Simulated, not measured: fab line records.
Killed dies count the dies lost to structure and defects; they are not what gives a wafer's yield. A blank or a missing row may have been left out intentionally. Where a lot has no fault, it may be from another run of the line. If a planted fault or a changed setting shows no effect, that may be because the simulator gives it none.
Chamber matching	flow n5Finfet	rieDiel-05 running N5_MOL_CONTACT_COAG_ETCH_105: 4 sister chambers
The step etches SiARC in CF4, target depth 15.6 nm, time 26 s. 20 wafers are shown with their chamber, then 10 later ones without.

WAFERS WITH THEIR CHAMBER
wafer	chamber	drypumpMotorCurrentA (A)	throttleValvePct (%)	oesProductAu (a.u.)
L076.3	0	5.1	15.97	0.59
L076.5	2	5.8	15.48	0.59
L076.6	3	5.9	15.76	0.58
L077.2	3	5.9	15.75	0.58
L077.3	0	5.1	15.98	0.59
L077.4	3	5.9	15.75	0.58
L080.3	1	5.6	15.39	0.65
L080.4	2	5.8	14.97	0.83
L080.5	3	5.9	15.77	0.58
L084.1	2	5.8	15.01	0.80
L084.2	3	5.9	15.79	0.56
L084.6	0	5.1	15.49	0.81
L086.1	2	5.8	14.99	0.80
L086.5	2	5.8	15.00	0.79
L086.6	3	5.9	15.81	0.57
L089.1	2	5.8	15.01	0.78
L089.4	0	5.1	15.51	0.78
L089.6	1	5.7	15.43	0.64
L090.2	1	5.7	15.42	0.64
L090.3	2	5.8	15.00	0.78

SIGNATURES, as means of the wafers listed above
reading	chamber 0	chamber 1	chamber 2	chamber 3	scatter within a chamber
drypumpMotorCurrentA	5.100	5.667	5.800	5.900	0.0204
throttleValvePct	15.7375	15.4133	15.0657	15.7717	0.164
oesProductAu	0.6925	0.6433	0.7671	0.5750	0.0713
Rule: distance of a wafer from a chamber = root of the sum over the readings of ((wafer's reading minus chamber's mean) / reading's scatter) squared. If the next closest chamber is less than 2 further off than the closest, the wafer can't be placed; otherwise it belongs to the closest. The scatter: take each reading less its chamber's mean, square it, sum over the shown wafers, divide by the number of wafers less the number of chambers, and take the root.

WAFERS WITHOUT THEIR CHAMBER
wafer	drypumpMotorCurrentA (A)	throttleValvePct (%)	oesProductAu (a.u.)
L090.6	5.1	15.53	0.78
L091.1	5.9	15.82	0.56
L091.2	5.6	15.44	0.63
L091.3	5.1	15.53	0.77
L096.1	5.6	15.49	0.63
L096.3	5.8	15.06	0.75
L096.6	5.6	15.46	0.62
L097.3	5.6	15.47	0.62
L097.4	5.1	15.54	0.75
L097.6	5.7	15.46	0.62

EACH ONE'S CHAMBER
wafer	from the rows above	in truth
L090.6	0	0
L091.1	3	3
L091.2	1	1
L091.3	0	0
L096.1	1	1
L096.3	2	2
L096.6	1	1
L097.3	1	1
L097.4	0	0
L097.6	1	1
Correctly placed: 10 of 10. From these rows, 0 cannot be placed. 0 placed wrongly.
